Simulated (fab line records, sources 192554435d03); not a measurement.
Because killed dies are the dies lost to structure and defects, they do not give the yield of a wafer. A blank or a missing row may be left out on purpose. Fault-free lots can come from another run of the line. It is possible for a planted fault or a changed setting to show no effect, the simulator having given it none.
fab line records -- flow n5Finfet
record lots=7, wafers=39
route steps=1938 shown WELL_APT@26 FIN_SAQP@96 SD_EPI_N@288 HKMG_FIN@386 MOL_CONTACT_COAG@547 BEOL_M0@721 BEOL_M2@890 BEOL_M6@1212 BEOL_M8@1332 BEOL_M10@1470 BEOL_M14@1730 TV_OPEN@1887 PASSIVATION@1936
startH: hours from the record's first day to the start of the lot's first wafer shown -- waitH: time in hours since the lot's previous step -- " repeats the value in the row above -- L1.1+2: a row that stands for several wafers -- - value missing, or start not given -- * or withheld: withheld -- < > ~ a bound
route shown NAME@n: a module of which the file shows steps, and the number in the route of the first -- usual: mean/standard deviation of fault-free wafers -- same: alike in all rows -- chamber/n: place in a boat -- sites: the reading at each site -- _std_site: standard deviation across them -- _edge_site: the outer-site mean with the inner-site mean subtracted -- radiusMm: how far each site lies from the wafer's centre -- mask NAME#n: copy n -- behind: the most recent tool/chamber to have shaped the wafer -- hold: why the lot went on hold/how many hours it stayed there/how the hold came to an end -- device: the n, p or np transistor that did not switch -- end of line: at the end of the route, the tests of the same wafers -- for a step that has no rows: nothing shown but its recipe -- killed: dies that structure and defects cost at the first sort, which is not the same as the wafer's yield -- map: dies across one wafer; x = killed, . = not, _ = none there
set.NAME: setting as actually run; set.NAME@STEP: the setting as run at that earlier step -- model.NAME: the simulator's own value behind a step, which no gauge read
lots whose settings were changed on purpose; a table a step, a row a wafer
## steps
# step N5_WELL_APT_DEVELOP_07
# recipe developTimeS=45, rinseLiquid=surfactantRinse, dry=airSpin, devTempC=21
# step N5_FIN_SAQP_HM_DEP_03
# recipe material=SiNx, targetThkA=380, tempC=400, precursor=SiH4/NH3/N2, pressureTorr=1.5, rfW=300, timeS=33.6
# step N5_SD_EPI_N_EPI_21
# recipe material=Si:P, dopant=P, tempC=680, pressureTorr=255, timeS=690
# step N5_HKMG_FIN_HK_ALD_01
# recipe material=HfO2, targetThkA=16, tempC=withheld, aldPrecursorFamily=HfCl4, aldCoReactant=H2O, pulseTimeS=3, purgeTimeS=3, coReactantPurgeTimeS=2.5, coReactantPulseTimeS=0.3, aldCycles=30
# step N5_MOL_CONTACT_COAG_SPUTTER_143
# recipe material=Co, targetThkA=25, tempC=25, chamberPressurePa=0.2
# step N5_BEOL_M0_TRENCH_ETCH_107
# recipe chemistry=C4F6/O2, targetDepthA=328, target=SiOC, timeS=16.4, ionEnergyEv=250, pressureMtorr=30, sourceW=355, biasW=185, Ar_flow_sccm=300, C4F6_flow_sccm=10, O2_flow_sccm=10
# step N5_BEOL_M2_TRENCH_ETCH_37
# recipe chemistry=C4F6/O2, targetDepthA=555.55, target=SiOC, timeS=29.2, ionEnergyEv=250, pressureMtorr=30, sourceW=355, biasW=185, Ar_flow_sccm=300, C4F6_flow_sccm=10, O2_flow_sccm=10
# step N5_BEOL_M6_ETCH_62
# recipe chemistry=N2/H2, target=SOC, targetDepthA=1100, overetchA=220, maskMaterial=SiARC, tempC=40, timeS=165, ionEnergyEv=200, pressureMtorr=30, sourceW=840, biasW=150, n2FlowSccm=200, h2FlowSccm=200
# step N5_BEOL_M8_ILD_DEP_00
# recipe material=SiCOH_lowk, targetThkA=1797.5, tempC=300, precursor=DEMS/porogen, pressureTorr=5, rfW=500, timeS=33.4
# step N5_BEOL_M10_ILD_DEP_00
# recipe material=SiCOH_lowk, targetThkA=3085.1, tempC=300, precursor=DEMS/porogen, pressureTorr=5, rfW=500, timeS=58
# step N5_BEOL_M14_ETCH_59
# recipe chemistry=N2/H2, target=BARC, targetDepthA=890, overetchA=267, timeS=67.9, ionEnergyEv=200, pressureMtorr=30, sourceW=840, biasW=150, n2FlowSccm=200, h2FlowSccm=200
# step N5_BEOL_M14_DESCUM_33
# recipe chemistry=O2, timeS=7.9, sourcePowerW=50, biasPowerW=20, pressureMtorr=20, rfFrequencyHz=2.712e+07, tempC=40, o2FlowSccm=225
# step N5_PASSIVATION_PASS_ETCH_74
# recipe chemistry=CF4/O2, target=SiNx, targetDepthA=2200, timeS=110, ionEnergyEv=100, pressureMtorr=40, sourceW=535, biasW=49, Ar_flow_sccm=100, cf4FlowSccm=100, O2_flow_sccm=10
# step N5_PASSIVATION_PROBE_49
# usual killed_at_M0_to_M3=35/11, sort_bin_4_leakage=0/0, sortNPass=1078/15, sortYieldPct=91.4/1.2
lot.wafer,tool,chamber,startH,waitH,set.developTimeS@WELL_APT_DEVELOP_07,set.timeS@FIN_SAQP_HM_DEP_03,set.epiGrowthTimeS@SD_EPI_N_EPI_21,set.aldCycles@HKMG_FIN_HK_ALD_01,set.targetThkA@MOL_CONTACT_COAG_SPUTTER_143,set.targetDepthA@BEOL_M0_TRENCH_ETCH_107,set.timeS@BEOL_M2_TRENCH_ETCH_37,set.timeS@BEOL_M6_ETCH_62,set.timeS@BEOL_M8_ILD_DEP_00,set.targetThkA@BEOL_M10_ILD_DEP_00,set.timeS@BEOL_M14_ETCH_59,set.timeS@BEOL_M14_DESCUM_33,set.targetDepthA@PASSIVATION_PASS_ETCH_74,killed_at_M0_to_M3,sort_bin_4_leakage[%],sortNPass,sortYieldPct[%]
L074.1,prober-02,-,343.89,0.0,45,17.8,690,30,25,328,29.2,165,33.4,1986,94.03,7.9,1581,24,0.51,1097,93.0
L074.2,prober-02,-,343.94,0.1,34.03,33.6,690,30,25,328,29.2,165,41.63,3085.1,67.9,7.9,2200,25,0,1082,91.7
L074.3,prober-02,-,343.99,0.1,45,33.6,841.2,30,37.63,328,13.22,165,33.4,1986,67.9,7.9,1581,1128,0,0,0
L074.4,prober-02,-,344.04,0.2,45,17.8,841.2,30,25,266.9,13.22,165,41.63,1986,94.03,7.9,2200,1128,0,0,0
L074.5,prober-02,-,344.09,0.2,34.03,17.8,690,30,37.63,266.9,13.22,165,33.4,3085.1,94.03,7.9,2200,1130,0,0,0
L074.6,prober-02,-,344.14,0.3,34.03,33.6,841.2,30,37.63,266.9,29.2,165,41.63,3085.1,67.9,7.9,1581,52,0,1064,90.2
L080.1,prober-01,-,354.94,0.0,45,33.6,690,30,16.67,328,24.48,165,33.4,2009,67.9,4.114,2200,28,0,1062,90.0
L080.2,prober-01,-,354.99,0.1,45,49.22,690,30,25,199.8,24.48,165,43.14,2009,67.9,7.9,2200,34,0,1068,90.5
L080.3,prober-01,-,355.04,0.1,45,49.22,323.3,30,16.67,199.8,29.2,165,43.14,3085.1,67.9,7.9,2615,63,0,1045,88.6
L080.4,prober-01,-,355.09,0.2,45,33.6,323.3,30,16.67,199.8,29.2,165,33.4,2009,67.9,4.114,2615,32,0,1063,90.1
L080.5,prober-01,-,355.14,0.2,45,49.22,690,30,25,328,29.2,165,33.4,3085.1,67.9,7.9,2615,51,0,1056,89.5
L080.6,prober-01,-,355.19,0.3,45,33.6,323.3,30,25,328,24.48,165,43.14,3085.1,67.9,4.114,2200,33,0,928,78.6
L075.1,prober-01,-,356.70,0.0,45,33.6,381.1,25,25,328,29.2,165,33.4,3085.1,67.9,3.216,1721,19,88.81,23,1.9
L075.2,prober-01,-,356.75,0.1,57.35,23.09,381.1,30,25,328,29.2,249,38.98,3085.1,67.9,3.216,1721,24,0,1085,91.9
L075.3,prober-01,-,356.80,0.1,45,33.6,690,30,25,328,29.2,165,38.98,2088,44.09,3.216,2200,20,0,1098,93.1
L075.4,prober-01,-,356.85,0.2,45,23.09,381.1,25,25,328,37.61,249,38.98,2088,67.9,7.9,2200,30,84.49,93,7.9
L075.5,prober-01,-,356.90,0.2,57.35,33.6,690,25,25,328,37.61,249,33.4,3085.1,44.09,7.9,2200,23,73.31,224,19.0
L075.6,prober-01,-,356.95,0.3,57.35,23.09,690,30,25,328,37.61,165,33.4,2088,44.09,7.9,1721,23,0,1068,90.5
L083.1,prober-02,-,360.54,0.0,45,38.9,875.9,20,25,328,29.2,165,33.4,3085.1,67.9,7.9,2200,38,92.71,0,0
L083.2,prober-02,-,360.59,0.1,29.9,33.6,875.9,20,19.03,266.8,29.2,165,45.14,1655,67.9,7.9,2200,32,2.46,0,0
L083.3,prober-02,-,360.64,0.1,29.9,38.9,690,30,25,266.8,29.2,165,33.4,3085.1,47.54,7.9,2200,47,0,1062,90.0
L083.4,prober-02,-,360.69,0.2,45,38.9,875.9,30,19.03,328,16.81,165,33.4,1655,67.9,7.9,2200,895,0,1,0.1
L083.5,prober-02,-,360.74,0.2,45,33.6,690,30,25,328,16.81,165,45.14,3085.1,47.54,7.9,2200,733,0,389,33.0
L083.6,prober-02,-,360.79,0.3,29.9,33.6,690,20,19.03,266.8,16.81,165,45.14,1655,47.54,7.9,2200,897,1.61,0,0
L084.1,prober-02,-,390.19,0.0,24.34,33.6,349,30,36.21,257.9,29.2,119.9,33.4,3085.1,90.32,7.9,1651,42,0,586,49.7
L084.2,prober-02,-,390.24,0.1,45,52.72,690,30,25,257.9,29.2,165,52.36,3085.1,90.32,11.72,2200,34,0,0,0
L084.3,prober-02,-,390.29,0.1,24.34,33.6,690,30,36.21,328,29.2,119.9,33.4,3085.1,67.9,11.72,1651,40,0,464,39.3
L084.4,prober-02,-,390.34,0.2,24.34,52.72,349,19,25,328,29.2,119.9,52.36,2416,90.32,7.9,2200,38,0,0,0
L084.5,prober-02,-,390.39,0.2,45,52.72,349,19,36.21,257.9,29.2,165,52.36,2416,67.9,7.9,1651,29,0,0,0
L084.6,prober-02,-,390.44,0.3,45,33.6,690,19,25,328,29.2,165,33.4,2416,67.9,11.72,2200,29,91.36,0,0
L088.3,prober-02,-,408.47,0.1,45,33.6,690,30,25,328,29.2,165,33.4,3085.1,67.9,7.9,2200,36,0,1074,91.0
L088.5,prober-02,-,408.57,0.2,45,33.6,690,30,25,328,29.2,165,33.4,3085.1,67.9,7.9,2200,27,0,1091,92.5
L088.6,prober-02,-,408.62,0.3,45,33.6,690,30,25,328,29.2,165,33.4,3085.1,67.9,7.9,2200,40,0,1082,91.7
L096.1,prober-01,-,463.58,0.0,29.2,16.71,421.7,18,10.72,328,29.2,217.3,33.4,3085.1,67.9,7.9,2200,38,92.63,0,0
L096.2,prober-01,-,463.63,0.1,45,33.6,690,18,25,328,29.2,165,33.4,3085.1,67.9,7.9,2200,60,90.59,0,0
L096.3,prober-01,-,463.68,0.1,45,33.6,690,30,10.72,328,43.2,165,33.4,3085.1,88.82,7.9,2200,42,0,1079,91.4
L096.4,prober-01,-,463.73,0.2,45,16.71,421.7,30,25,328,29.2,165,33.4,3085.1,88.82,7.9,2200,34,0.85,1094,92.7
L096.5,prober-01,-,463.78,0.2,29.2,33.6,421.7,30,10.72,328,43.2,217.3,33.4,3085.1,67.9,7.9,2200,38,0,1059,89.7
L096.6,prober-01,-,463.83,0.3,29.2,16.71,690,18,25,328,43.2,217.3,33.4,3085.1,88.82,7.9,2200,36,91.95,0,0
# killed by level:class
L074.1 BEOL_M4:geometricParticle:open=12 STI_FIN_REVEAL:geometricParticle:open=7 BEOL_M0_SAQP:geometricParticle:short=5 BEOL_M2:geometricParticle:open=4 BEOL_M3:geometricParticle:open=4 GATE_CUT:geometricParticle:short=4 BEOL_M0_SAQP:geometricParticle:open=4 STARTING-WAFER:geometricParticle:short=4
L074.2 BEOL_M4:geometricParticle:open=18 MOL_CONTACT_COAG:geometricParticle:open=10 STI_FIN_REVEAL:geometricParticle:open=9 BEOL_M0_SAQP:geometricParticle:short=6 BEOL_M0_SAQP:geometricParticle:open=6 BEOL_M4:geometricParticle:short=6 BEOL_M2:geometricParticle:open=5 BEOL_M3:geometricParticle:open=5
L074.3 BEOL_M2:areaEcd=1107 BEOL_M4:geometricParticle:open=10 BEOL_M0_SAQP:geometricParticle:short=6 BEOL_M0_SAQP:geometricParticle:open=6 STI_FIN_REVEAL:geometricParticle:open=5 MOL_CONTACT_COAG:geometricParticle:short=4 MOL_CONTACT_COAG:geometricParticle:open=4 STI_FIN_REVEAL:geometricParticle:short=3
L074.4 BEOL_M2:areaEcd=1075 BEOL_M0_SAQP:geometricParticle:short=16 MOL_CONTACT_COAG:geometricParticle:open=12 BEOL_M2:geometricParticle:open=12 BEOL_M0_SAQP:geometricParticle:open=11 BEOL_M4:geometricParticle:open=6 DUMMY_GATE:geometricParticle:open=5 BEOL_M1:geometricParticle:open=5
L074.5 BEOL_M2:areaEcd=1067 BEOL_M3:geometricParticle:open=14 BEOL_M0_SAQP:geometricParticle:short=13 BEOL_M2:geometricParticle:open=13 BEOL_M0_SAQP:geometricParticle:open=9 STI_FIN_REVEAL:geometricParticle:open=7 MOL_CONTACT_COAG:geometricParticle:open=6 FIN_SAQP:geometricParticle:short=5
L074.6 BEOL_M2:geometricParticle:open=20 STI_FIN_REVEAL:geometricParticle:open=16 BEOL_M0_SAQP:geometricParticle:open=13 MOL_CONTACT_COAG:geometricParticle:open=7 BEOL_M0_SAQP:geometricParticle:short=5 BEOL_M2:geometricParticle:short=4 BEOL_M4:geometricParticle:short=4 GATE_CUT:geometricParticle:short=3
L080.1 MOL_CONTACT_COAG:geometricParticle:open=17 FIN_SAQP:geometricParticle:short=13 FIN_SAQP:geometricParticle:open=11 STI_FIN_REVEAL:geometricParticle:open=10 BEOL_M4:geometricParticle:open=8 DUMMY_GATE:geometricParticle:open=7 MOL_CONTACT_COAG:geometricParticle:short=7 BEOL_M0_SAQP:geometricParticle:open=7
L080.2 FIN_SAQP:geometricParticle:open=15 BEOL_M4:geometricParticle:open=12 STI_FIN_REVEAL:geometricParticle:open=11 FIN_SAQP:geometricParticle:short=8 BEOL_M3:geometricParticle:open=8 BEOL_M0_SAQP:geometricParticle:short=7 GATE_CUT:geometricParticle:short=5 MOL_CONTACT_COAG:geometricParticle:open=5
L080.3 BEOL_M0_SAQP:geometricParticle:short=22 BEOL_M0_SAQP:geometricParticle:open=17 BEOL_M2:geometricParticle:open=12 FIN_SAQP:geometricParticle:short=9 FIN_SAQP:geometricParticle:open=7 MOL_CONTACT_COAG:geometricParticle:open=5 STARTING-WAFER:geometricParticle:open=5 BEOL_M3:geometricParticle:short=4
L080.4 MOL_CONTACT_COAG:geometricParticle:open=13 BEOL_M3:geometricParticle:open=11 DUMMY_GATE:geometricParticle:open=7 BEOL_M0_SAQP:geometricParticle:open=7 STARTING-WAFER:geometricParticle:open=7 BEOL_M4:geometricParticle:open=5 FIN_SAQP:geometricParticle:open=4 GATE_CUT:geometricParticle:short=4
L080.5 BEOL_M0_SAQP:geometricParticle:open=16 MOL_CONTACT_COAG:geometricParticle:open=11 STI_FIN_REVEAL:geometricParticle:open=10 BEOL_M4:geometricParticle:open=9 FIN_SAQP:geometricParticle:short=8 BEOL_M0_SAQP:geometricParticle:short=7 BEOL_M3:geometricParticle:short=7 BEOL_M2:geometricParticle:open=5
L080.6 BEOL_M4:geometricParticle:open=14 BEOL_M0_SAQP:geometricParticle:open=13 BEOL_M0_SAQP:geometricParticle:short=12 STI_FIN_REVEAL:geometricParticle:open=8 FIN_SAQP:geometricParticle:open=5 GATE_CUT:geometricParticle:short=5 FIN_SAQP:geometricParticle:short=4 MOL_CONTACT_COAG:geometricParticle:open=4
L075.1 FIN_SAQP:geometricParticle:short=24 FIN_SAQP:geometricParticle:open=14 MOL_CONTACT_COAG:geometricParticle:open=12 GATE_CUT:geometricParticle:short=5 BEOL_M0_SAQP:geometricParticle:open=5 BEOL_M3:geometricParticle:open=4 STI_FIN_REVEAL:geometricParticle:open=3 BEOL_M2:geometricParticle:open=3
L075.2 BEOL_M4:geometricParticle:open=15 MOL_CONTACT_COAG:geometricParticle:open=9 FIN_SAQP:geometricParticle:short=8 STI_FIN_REVEAL:geometricParticle:open=6 BEOL_M1:geometricParticle:open=6 BEOL_M0_SAQP:geometricParticle:short=5 FIN_SAQP:geometricParticle:open=3 BEOL_M2:geometricParticle:open=3
L075.3 MOL_CONTACT_COAG:geometricParticle:open=15 FIN_SAQP:geometricParticle:short=10 GATE_CUT:geometricParticle:short=6 FIN_SAQP:geometricParticle:open=5 BEOL_M1:geometricParticle:open=5 DUMMY_GATE:geometricParticle:open=4 BEOL_M2:geometricParticle:short=3 BEOL_M2:geometricParticle:open=3
L075.4 MOL_CONTACT_COAG:geometricParticle:open=15 STI_FIN_REVEAL:geometricParticle:open=8 BEOL_M2:geometricParticle:open=6 FIN_SAQP:geometricParticle:open=5 BEOL_M0_SAQP:geometricParticle:open=5 FIN_SAQP:geometricParticle:short=4 MOL_CONTACT_COAG:geometricParticle:short=4 BEOL_M1:geometricParticle:short=4
L075.5 MOL_CONTACT_COAG:geometricParticle:open=11 FIN_SAQP:geometricParticle:open=9 FIN_SAQP:geometricParticle:short=8 BEOL_M2:geometricParticle:open=7 STI_FIN_REVEAL:geometricParticle:open=6 BEOL_M1:geometricParticle:open=6 BEOL_M1:geometricParticle:short=4 STARTING-WAFER:geometricParticle:open=4
L075.6 MOL_CONTACT_COAG:geometricParticle:open=14 STI_FIN_REVEAL:geometricParticle:open=13 FIN_SAQP:geometricParticle:open=9 FIN_SAQP:geometricParticle:short=7 BEOL_M1:geometricParticle:open=6 DUMMY_GATE:geometricParticle:open=4 BEOL_M0_SAQP:geometricParticle:short=4 BEOL_M3:geometricParticle:open=4
L083.1 BEOL_M2:geometricParticle:open=21 MOL_CONTACT_COAG:geometricParticle:open=16 MOL_CONTACT_COAG:geometricParticle:short=7 STI_FIN_REVEAL:geometricParticle:open=5 BEOL_M0_SAQP:geometricParticle:short=5 GATE_CUT:geometricParticle:short=4 BEOL_M2:geometricParticle:short=4 BEOL_M3:geometricParticle:open=3
L083.2 BEOL_M10:areaDep=1045 BEOL_M4:geometricParticle:open=14 STI_FIN_REVEAL:geometricParticle:open=11 BEOL_M2:geometricParticle:open=10 MOL_CONTACT_COAG:geometricParticle:short=9 BEOL_M3:geometricParticle:open=9 FIN_SAQP:geometricParticle:short=5 MOL_CONTACT_COAG:geometricParticle:open=5
L083.3 BEOL_M2:geometricParticle:open=15 BEOL_M4:geometricParticle:open=11 MOL_CONTACT_COAG:geometricParticle:open=10 FIN_SAQP:geometricParticle:short=7 GATE_CUT:geometricParticle:short=7 BEOL_M1:geometricParticle:open=7 BEOL_M3:geometricParticle:open=5 BEOL_M0_SAQP:geometricParticle:open=4
L083.4 BEOL_M2:areaEcd=861 BEOL_M10:areaDep=236 MOL_CONTACT_COAG:geometricParticle:open=14 BEOL_M2:geometricParticle:open=7 BEOL_M3:geometricParticle:open=7 BEOL_M2:geometricParticle:short=6 BEOL_M0_SAQP:geometricParticle:open=5 MOL_CONTACT_COAG:geometricParticle:short=4
L083.5 BEOL_M2:areaEcd=711 MOL_CONTACT_COAG:geometricParticle:open=13 FIN_SAQP:geometricParticle:short=8 BEOL_M4:geometricParticle:open=8 BEOL_M2:geometricParticle:open=5 FIN_SAQP:geometricParticle:open=4 BEOL_M0:geometricParticle:short=4 STARTING-WAFER:geometricParticle:short=4
L083.6 BEOL_M2:areaEcd=861 BEOL_M10:areaDep=184 MOL_CONTACT_COAG:geometricParticle:open=17 STI_FIN_REVEAL:geometricParticle:open=9 BEOL_M2:geometricParticle:open=9 BEOL_M3:geometricParticle:open=8 MOL_CONTACT_COAG:geometricParticle:short=7 DUMMY_GATE:geometricParticle:open=6
L084.1 BEOL_M6:areaEtch=477 STI_FIN_REVEAL:geometricParticle:open=13 BEOL_M0_SAQP:geometricParticle:short=10 BEOL_M4:geometricParticle:open=9 BEOL_M0_SAQP:geometricParticle:open=8 BEOL_M3:geometricParticle:open=8 BEOL_M3:geometricParticle:short=7 FIN_SAQP:geometricParticle:short=5
L084.2 BEOL_M8:areaEtch=1086 BEOL_M3:geometricParticle:open=12 STI_FIN_REVEAL:geometricParticle:open=9 MOL_CONTACT_COAG:geometricParticle:open=9 FIN_SAQP:geometricParticle:short=8 FIN_SAQP:geometricParticle:open=6 BEOL_M1:geometricParticle:open=6 DUMMY_GATE:geometricParticle:open=3
L084.3 BEOL_M6:areaEtch=619 MOL_CONTACT_COAG:geometricParticle:open=12 BEOL_M0_SAQP:geometricParticle:open=11 BEOL_M0_SAQP:geometricParticle:short=11 GATE_CUT:geometricParticle:short=9 STI_FIN_REVEAL:geometricParticle:open=7 STARTING-WAFER:geometricParticle:open=6 DUMMY_GATE:geometricParticle:open=5
L084.4 BEOL_M6:areaEtch=1070 BEOL_M0_SAQP:geometricParticle:short=12 BEOL_M3:geometricParticle:open=10 BEOL_M8:areaEtch=9 GATE_CUT:geometricParticle:open=7 BEOL_M0_SAQP:geometricParticle:open=7 FIN_SAQP:geometricParticle:short=6 FIN_SAQP:geometricParticle:open=4
L084.5 BEOL_M8:areaEtch=1069 MOL_CONTACT_COAG:geometricParticle:open=25 FIN_SAQP:geometricParticle:open=9 FIN_SAQP:geometricParticle:short=9 GATE_CUT:geometricParticle:short=6 BEOL_M0_SAQP:geometricParticle:open=6 BEOL_M3:geometricParticle:open=6 STI_FIN_REVEAL:geometricParticle:open=5
L084.6 STI_FIN_REVEAL:geometricParticle:open=11 FIN_SAQP:geometricParticle:short=10 BEOL_M3:geometricParticle:open=9 GATE_CUT:geometricParticle:short=7 MOL_CONTACT_COAG:geometricParticle:open=7 BEOL_M4:geometricParticle:open=7 BEOL_M7:geometricParticle:open=5 BEOL_M0_SAQP:geometricParticle:open=4
L088.3 MOL_CONTACT_COAG:geometricParticle:open=15 FIN_SAQP:geometricParticle:short=10 FIN_SAQP:geometricParticle:open=9 GATE_CUT:geometricParticle:short=9 BEOL_M3:geometricParticle:open=8 BEOL_M2:geometricParticle:open=8 BEOL_M0_SAQP:geometricParticle:short=6 BEOL_M4:geometricParticle:open=6
L088.5 FIN_SAQP:geometricParticle:open=9 BEOL_M0_SAQP:geometricParticle:short=8 BEOL_M4:geometricParticle:open=8 MOL_CONTACT_COAG:geometricParticle:open=7 BEOL_M1:geometricParticle:open=7 GATE_CUT:geometricParticle:short=5 BEOL_M3:geometricParticle:open=5 STARTING-WAFER:geometricParticle:short=5
L088.6 BEOL_M1:geometricParticle:open=12 FIN_SAQP:geometricParticle:open=8 BEOL_M0_SAQP:geometricParticle:open=7 FIN_SAQP:geometricParticle:short=6 MOL_CONTACT_COAG:geometricParticle:open=6 BEOL_M4:geometricParticle:open=6 BEOL_M3:geometricParticle:open=5 BEOL_M2:geometricParticle:open=5
L096.1 BEOL_M3:geometricParticle:open=8 FIN_SAQP:geometricParticle:short=6 BEOL_M1:geometricParticle:open=6 BEOL_M0:geometricParticle:open=5 BEOL_M2:geometricParticle:open=5 BEOL_M8:geometricParticle:open=5 STI_FIN_REVEAL:geometricParticle:open=4 DUMMY_GATE:geometricParticle:open=4
L096.2 BEOL_M3:geometricParticle:open=17 BEOL_M2:geometricParticle:open=13 FIN_SAQP:geometricParticle:open=11 BEOL_M0_SAQP:geometricParticle:short=11 FIN_SAQP:geometricParticle:short=5 MOL_CONTACT_COAG:geometricParticle:open=5 BEOL_M0_SAQP:geometricParticle:open=5 BEOL_M0:geometricParticle:open=4
L096.3 MOL_CONTACT_COAG:geometricParticle:open=10 BEOL_M2:geometricParticle:open=9 BEOL_M0_SAQP:geometricParticle:open=8 BEOL_M0_SAQP:geometricParticle:short=8 STI_FIN_REVEAL:geometricParticle:open=6 BEOL_M3:geometricParticle:open=6 BEOL_M8:geometricParticle:open=5 BEOL_M1:geometricParticle:open=5
L096.4 BEOL_M2:geometricParticle:open=9 BEOL_M4:geometricParticle:open=7 MOL_CONTACT_COAG:geometricParticle:open=6 BEOL_M0_SAQP:geometricParticle:open=6 BEOL_M0_SAQP:geometricParticle:short=4 BEOL_M0:geometricParticle:open=4 STARTING-WAFER:geometricParticle:short=4 FIN_SAQP:geometricParticle:short=3
L096.5 FIN_SAQP:geometricParticle:short=12 BEOL_M0_SAQP:geometricParticle:short=11 MOL_CONTACT_COAG:geometricParticle:open=10 FIN_SAQP:geometricParticle:open=8 BEOL_M0_SAQP:geometricParticle:open=7 BEOL_M2:geometricParticle:open=5 STI_FIN_REVEAL:geometricParticle:open=4 BEOL_M0:geometricParticle:open=4
L096.6 BEOL_M4:geometricParticle:open=14 BEOL_M3:geometricParticle:open=8 FIN_SAQP:geometricParticle:open=7 FIN_SAQP:geometricParticle:short=7 BEOL_M2:geometricParticle:open=7 MOL_CONTACT_COAG:geometricParticle:open=5 BEOL_M0_SAQP:geometricParticle:short=5 BEOL_M1:geometricParticle:open=5
## key
split step=N5_WELL_APT_DEVELOP_07, setting=developTimeS, statedAs=45
response none clear
split step=N5_FIN_SAQP_HM_DEP_03, setting=timeS, statedAs=33.6
response none clear
split step=N5_SD_EPI_N_EPI_21, setting=epiGrowthTimeS, statedAs=690
response none clear
split step=N5_HKMG_FIN_HK_ALD_01, setting=aldCycles, statedAs=30
response step=N5_PASSIVATION_PROBE_49, reading=sort_bin_4_leakage, slope=-2.01, per=1%, togetherWith=all, explained=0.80
response step=N5_PASSIVATION_PROBE_49, reading=sortNPass, slope=+20, per=1%, togetherWith=all, explained=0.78
response step=N5_PASSIVATION_PROBE_49, reading=sortYieldPct, slope=+1.7, per=1%, togetherWith=all, explained=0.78
split step=N5_MOL_CONTACT_COAG_SPUTTER_143, setting=targetThkA, statedAs=25
response none clear
split step=N5_BEOL_M0_TRENCH_ETCH_107, setting=targetDepthA, statedAs=328
response none clear
split step=N5_BEOL_M2_TRENCH_ETCH_37, setting=timeS, statedAs=29.2
response step=N5_PASSIVATION_PROBE_49, reading=killed_at_M0_to_M3, slope=-12, per=1%, togetherWith=all, explained=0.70
split step=N5_BEOL_M6_ETCH_62, setting=timeS, statedAs=165
response none clear
split step=N5_BEOL_M8_ILD_DEP_00, setting=timeS, statedAs=33.4
response none clear
split step=N5_BEOL_M10_ILD_DEP_00, setting=targetThkA, statedAs=3085.1
response none clear
split step=N5_BEOL_M14_ETCH_59, setting=timeS, statedAs=67.9
response none clear
split step=N5_BEOL_M14_DESCUM_33, setting=timeS, statedAs=7.9
response none clear
split step=N5_PASSIVATION_PASS_ETCH_74, setting=targetDepthA, statedAs=2200
response none clear
